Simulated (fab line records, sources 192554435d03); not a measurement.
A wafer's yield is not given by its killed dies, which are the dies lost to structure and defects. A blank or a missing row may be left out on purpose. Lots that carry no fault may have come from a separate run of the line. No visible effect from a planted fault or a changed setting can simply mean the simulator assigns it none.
Which tool did it? | flow n5Finfet | 8 lots, 24 wafers sampled, at 6 steps of a route of 1938

== WHAT THE GAUGES SHOWED, per wafer ==
N5_BEOL_M4_RC_MEAS_101. Usual: DIBL_N 36.4 mV/V, standard deviation 1.5; DIBL_P 35.8 mV/V, standard deviation 1.7; IOFF_N 0.154 nA/um, standard deviation 0.022; IOFF_P 0.21 nA/um, standard deviation 0.031; ION_N 672 uA/um, standard deviation 8.8; ION_P 462 uA/um, standard deviation 7.2; SS_N 71.5 mV/dec, standard deviation 0.53; SS_P 73.2 mV/dec, standard deviation 0.62; VT_N 250.4 mV, standard deviation 2.5; VT_P -250 mV, standard deviation 3.5.
lot  | measured     | on        | DIBL_N (mV/V)  | DIBL_P (mV/V)  | IOFF_N (nA/um)    | IOFF_P (nA/um) | ION_N (uA/um) | ION_P (uA/um) | SS_N (mV/dec)  | SS_P (mV/dec)  | VT_N (mV)         | VT_P (mV)      | flag
L325 | day 7 23:47  | prober-02 | 34.1 34.6 33.9 | 33.9 33.9 33.5 | 0.133 0.134 0.132 | 0.19 0.19 0.19 | 656 662 662   | 460 461 458   | 71.0 71.0 71.2 | 72.6 72.5 71.9 | 250.9 250.6 251.0 | -253 -251 -251 | 
L326 | day 8 03:09  | prober-01 | 37.2 38.6 37.5 | 36.9 38.1 36.5 | 0.157 0.177 0.162 | 0.24 0.26 0.23 | 676 668 657   | 464 462 459   | 71.4 71.9 71.5 | 73.3 73.2 73.3 | 248.2 253.6 249.9 | -248 -247 -248 | 
L328 | day 8 18:55  | prober-02 | 37.5 35.3 36.6 | 37.0 35.4 36.1 | 0.171 0.139 0.158 | 0.19 0.17 0.17 | 671 667 682   | 453 457 453   | 71.6 71.5 71.3 | 73.5 72.9 73.1 | 251.9 252.9 249.6 | -253 -256 -255 | 
L332 | day 10 07:44 | prober-02 | 36.9 35.0 33.3 | 35.8 32.7 30.2 | 0.173 0.126 0.109 | 0.23 0.18 0.15 | 685 672 667   | 470 463 459   | 71.2 71.3 70.4 | 73.4 73.2 71.5 | 246.9 252.6 251.0 | -246 -253 -253 | 
L334 | day 11 06:26 | prober-01 | 37.1 35.9 34.3 | 36.8 35.9 34.1 | 0.153 0.133 0.112 | 0.19 0.18 0.16 | 664 659 663   | 449 456 458   | 71.8 71.8 71.4 | 73.2 73.1 72.6 | 253.2 252.5 255.3 | -255 -252 -252 | 
L338 | day 11 06:43 | prober-02 | 39.8 39.0 37.7 | 39.2 38.7 37.4 | 0.216 0.187 0.174 | 0.27 0.26 0.23 | 676 681 677   | 465 469 469   | 72.6 72.3 71.6 | 75.1 74.7 74.1 | 247.0 247.1 245.2 | -246 -246 -249 | 
L342 | day 12 21:00 | prober-02 | 35.7 35.2 36.8 | 34.0 35.1 36.5 | 0.140 0.140 0.166 | 0.22 0.23 0.26 | 665 661 679   | 466 467 473   | 71.0 71.2 71.3 | 72.2 72.9 73.4 | 254.9 252.9 251.1 | -248 -247 -244 | 
L348 | day 14 10:36 | prober-02 | 36.9 37.7 37.4 | 35.3 36.1 35.3 | 0.148 0.170 0.148 | 0.20 0.21 0.19 | 680 679 672   | 458 459 461   | 70.7 72.0 71.9 | 72.9 73.4 72.2 | 251.6 249.5 249.1 | -250 -251 -251 | 

== EACH LOT AND THE TOOL THAT RAN IT (in order: tool; ch and the chambers of the sampled wafers; start) ==
lot  | N5_FIN_SAQP_PECVD_06           | N5_FIN_SAQP_DESCUM_21            | N5_FIN_SAQP_ETCH_52              | N5_FIN_SAQP_MANDREL_ETCH_22    | N5_FIN_SAQP_ETCH_57
L325 | pecvd-02 ch 0,2, day 1 21:23   | rieDiel-06 ch 1,3, day 1 23:01   | rieDiel-06 ch 1,3, day 1 23:07   | rieSi-05 ch 1,3, day 1 23:18   | rieDiel-06 ch 0,3, day 2 01:26
L326 | pecvd-03 ch 0,1,2, day 2 04:29 | rieDiel-01 ch 0,3, day 2 05:09   | rieDiel-01 ch 0,3, day 2 05:14   | rieSi-06 ch 0,1,2, day 2 05:26 | rieDiel-01 ch 0,1, day 2 07:16
L328 | pecvd-01 ch 0,1, day 2 15:05   | rieDiel-01 ch 0,2,3, day 2 15:38 | rieDiel-01 ch 0,2,3, day 2 15:44 | rieSi-05 ch 0,1,2, day 2 15:55 | rieDiel-06 ch 0,1,3, day 2 17:44
L332 | pecvd-01 ch 0,2, day 3 15:46   | rieDiel-02 ch 0,1,2, day 3 16:28 | rieDiel-02 ch 0,1,2, day 3 16:34 | rieSi-04 ch 0,1,2, day 3 16:45 | rieDiel-01 ch 2,3, day 3 19:08
L334 | pecvd-03 ch 0,1, day 4 02:45   | rieDiel-01 ch 0,1,2, day 4 03:25 | rieDiel-01 ch 0,1,2, day 4 03:31 | rieSi-06 ch 0,3, day 4 03:43   | rieDiel-02 ch 2,3, day 4 05:31
L338 | pecvd-01 ch 0,2, day 5 04:51   | rieDiel-01 ch 0,3, day 5 05:29   | rieDiel-01 ch 0,3, day 5 05:35   | rieSi-06 ch 0,2,3, day 5 05:46 | rieDiel-01 ch 1,2,3, day 5 07:37
L342 | pecvd-02 ch 0,1,2, day 6 04:28 | rieDiel-01 ch 1,2,3, day 6 05:28 | rieDiel-01 ch 1,2,3, day 6 05:33 | rieSi-05 ch 0,1,3, day 6 05:44 | rieDiel-06 ch 0,1,3, day 6 07:32
L348 | pecvd-02 ch 0,1, day 7 15:09   | rieDiel-02 ch 0,1,3, day 7 15:49 | rieDiel-02 ch 0,1,3, day 7 15:55 | rieSi-05 ch 0,2,3, day 7 16:06 | rieDiel-02 ch 1,2,3, day 7 18:02
- N5_FIN_SAQP_PECVD_06: deposits a-Si from SiH4/He, target thk 60 nm, time 48.1 s.
- N5_FIN_SAQP_DESCUM_21: chemistry O2, time 7.9 s.
- N5_FIN_SAQP_ETCH_52: etches SOC in N2/H2, target depth 100 nm, overetch 20 nm, time 150 s.
- N5_FIN_SAQP_MANDREL_ETCH_22: etches a-Si in HBr/Cl2, stops on SiNx, target depth 60 nm, bt time 10 s, time 30 s.
- N5_FIN_SAQP_ETCH_57: etches SiNx in CH3F/O2, target depth 32.5 nm, time 46.4 s.

== AS READ BY THE TOOLS THEMSELVES (means over the sampled wafers that have a number; for cases with no such wafer, the mark the record gives instead) ==
N5_FIN_SAQP_PECVD_06. Usual: heaterPowerOuterW 535 W, standard deviation 62; heaterPowerW 859 W, standard deviation 91; showerheadPlenumPTorr 5.63 Torr, standard deviation 0.052; throttleValvePct 18.1 %, standard deviation 0.58.
lot  | tool     | heaterPowerOuterW (W) | heaterPowerW (W) | showerheadPlenumPTorr (Torr) | throttleValvePct (%) | flag
L325 | pecvd-02 | 563                   | 881              | 5.64                         | 18.1                 | 
L326 | pecvd-03 | 511                   | 825              | 5.66                         | 17.9                 | 
L328 | pecvd-01 | 490                   | 804              | 5.59                         | 18.0                 | 
L332 | pecvd-01 | 504                   | 831              | 5.59                         | 18.4                 | 
L334 | pecvd-03 | 521                   | 845              | 5.67                         | 18.2                 | 
L338 | pecvd-01 | 457                   | 763              | 5.58                         | 18.1                 | 
L342 | pecvd-02 | 557                   | 895              | 5.66                         | 18.1                 | 
L348 | pecvd-02 | 571                   | 956              | 5.67                         | 18.5                 | 

N5_FIN_SAQP_DESCUM_21. Usual: drypumpMotorCurrentA 5.5 A, standard deviation 0.42; oesProductAu 0.77 a.u., standard deviation 0.073; rfVppV 242.8 V, standard deviation 1.7; showerheadPlenumPTorr 2.07 Torr, standard deviation 0.094; throttleValvePct 20.53 %, standard deviation 0.19.
lot  | tool       | drypumpMotorCurrentA (A) | oesProductAu (a.u.) | rfVppV (V) | showerheadPlenumPTorr (Torr) | throttleValvePct (%) | flag
L325 | rieDiel-06 | 6.3                      | 0.69                | 242.2      | 2.03                         | 20.59                | 
L326 | rieDiel-01 | 5.4                      | 0.70                | 243.4      | 2.10                         | 20.59                | 
L328 | rieDiel-01 | 5.2                      | 0.73                | 242.9      | 2.03                         | 20.55                | 
L332 | rieDiel-02 | 5.6                      | 0.81                | 243.2      | 2.17                         | 20.61                | 
L334 | rieDiel-01 | 5.1                      | 0.77                | 241.4      | 1.98                         | 20.54                | 
L338 | rieDiel-01 | 5.2                      | 0.70                | 241.3      | 2.04                         | 20.52                | 
L342 | rieDiel-01 | 5.3                      | 0.74                | 242.1      | 2.03                         | 20.66                | 
L348 | rieDiel-02 | 5.7                      | 0.78                | 244.1      | 2.16                         | 20.53                | 

N5_FIN_SAQP_ETCH_52. Usual: drypumpMotorCurrentA 5.5 A, standard deviation 0.42; oesProductAu 0.69 a.u., standard deviation 0.061; rfFwdPowerW 836.4 W, standard deviation 2.8; rfVppV 523 V, standard deviation 3.3; showerheadPlenumPTorr 2.52 Torr, standard deviation 0.11; throttleValvePct 17.95 %, standard deviation 0.18.
lot  | tool       | drypumpMotorCurrentA (A) | oesProductAu (a.u.) | rfFwdPowerW (W) | rfVppV (V) | showerheadPlenumPTorr (Torr) | throttleValvePct (%) | flag
L325 | rieDiel-06 | 6.3                      | 0.62                | 834.7           | 522        | 2.47                         | 18.01                | 
L326 | rieDiel-01 | 5.4                      | 0.63                | 836.7           | 524        | 2.56                         | 18.03                | 
L328 | rieDiel-01 | 5.2                      | 0.66                | 834.9           | 522        | 2.47                         | 17.99                | 
L332 | rieDiel-02 | 5.6                      | 0.72                | 836.3           | 526        | 2.63                         | 17.99                | 
L334 | rieDiel-01 | 5.1                      | 0.69                | 837.8           | 520        | 2.41                         | 17.95                | 
L338 | rieDiel-01 | 5.2                      | 0.63                | 838.1           | 522        | 2.48                         | 17.97                | 
L342 | rieDiel-01 | 5.3                      | 0.67                | 836.5           | 521        | 2.47                         | 18.07                | 
L348 | rieDiel-02 | 5.7                      | 0.70                | 836.8           | 527        | 2.63                         | 17.92                | 

N5_FIN_SAQP_MANDREL_ETCH_22. Usual: drypumpMotorCurrentA 5.9 A, standard deviation 0.45; oesProductAu 0.772 a.u., standard deviation 0.011; rfFwdPowerW 794.8 W, standard deviation 3; throttleValvePct 35.4 %, standard deviation 0.34.
lot  | tool     | drypumpMotorCurrentA (A) | oesProductAu (a.u.) | rfFwdPowerW (W) | throttleValvePct (%) | flag
L325 | rieSi-05 | 5.4                      | 0.765               | 798.9           | 35.1                 | 
L326 | rieSi-06 | 5.8                      | 0.782               | 795.3           | 35.4                 | 
L328 | rieSi-05 | 6.1                      | 0.771               | 795.8           | 35.4                 | 
L332 | rieSi-04 | 5.9                      | 0.770               | 795.9           | 35.4                 | 
L334 | rieSi-06 | 6.0                      | 0.753               | 791.0           | 35.8                 | 
L338 | rieSi-06 | 5.9                      | 0.772               | 858.4           | 35.5                 | OFF
L342 | rieSi-05 | 5.7                      | 0.765               | 796.3           | 35.2                 | 
L348 | rieSi-05 | 5.5                      | 0.763               | 791.8           | 35.3                 | 

N5_FIN_SAQP_ETCH_57. Usual: drypumpMotorCurrentA 5.6 A (standard deviation 0.43); etchRfOnTimeS 46.4 s (standard deviation 0.78); oesProductAu 0.66 a.u. (standard deviation 0.059); rfFwdPowerW 388.1 W (standard deviation 2.4); rfVppV 296.9 V (standard deviation 2.4); showerheadPlenumPTorr 1.99 Torr (standard deviation 0.093); throttleValvePct 16.44 % (standard deviation 0.18).
lot  | tool       | drypumpMotorCurrentA (A) | etchRfOnTimeS (s) | oesProductAu (a.u.) | rfFwdPowerW (W) | rfVppV (V) | showerheadPlenumPTorr (Torr) | throttleValvePct (%) | flag
L325 | rieDiel-06 | 6.1                      | 46.6              | 0.65                | 384.5           | 299.1      | 2.03                         | 16.39                | 
L326 | rieDiel-01 | 5.2                      | 46.4              | 0.69                | 388.9           | 295.0      | 1.93                         | 16.38                | 
L328 | rieDiel-06 | 6.1                      | 47.2              | 0.65                | 386.7           | 297.1      | 2.00                         | 16.47                | 
L332 | rieDiel-01 | 5.1                      | 45.8              | 0.63                | 390.1           | 295.1      | 1.92                         | 16.54                | 
L334 | rieDiel-02 | 5.5                      | 47.0              | 0.62                | 385.9           | 299.5      | 1.99                         | 16.36                | 
L338 | rieDiel-01 | 5.3                      | 46.0              | 0.64                | 389.7           | 295.4      | 1.94                         | 16.54                | 
L342 | rieDiel-06 | 6.1                      | 47.0              | 0.70                | 387.6           | 297.6      | 1.99                         | 16.37                | 
L348 | rieDiel-02 | 5.5                      | 46.8              | 0.64                | 385.9           | 297.7      | 2.02                         | 16.42                | 

== THE ANSWER, worked out from the rows above alone ==
Rule: take the mean of a lot's wafers that have a number; if it is more than 3 standard deviations from the usual mean, the lot is off. Also off: a lot with no number at a reading for which 4 or more lots have one. The other lots that the step has rows for count as sound. The gauges are gone through in route order, then the tools' own readings, and for those a lot's mean is taken as printed above. At the first step where some lot is off, the reading lying furthest off is the one used; lots without a number count as furthest.
Off: L338 (N5_FIN_SAQP_MANDREL_ETCH_22, rfFwdPowerW).
If a tool, at that step or one of the process steps before it, ran each lot that is off and ran no sound lot following the first of them, it fits. 2 tools fit, pecvd-01 at N5_FIN_SAQP_PECVD_06 and rieSi-06 at N5_FIN_SAQP_MANDREL_ETCH_22, so this cannot tell which one it is.

== WHAT WAS PUT IN BY THE SIMULATOR ==
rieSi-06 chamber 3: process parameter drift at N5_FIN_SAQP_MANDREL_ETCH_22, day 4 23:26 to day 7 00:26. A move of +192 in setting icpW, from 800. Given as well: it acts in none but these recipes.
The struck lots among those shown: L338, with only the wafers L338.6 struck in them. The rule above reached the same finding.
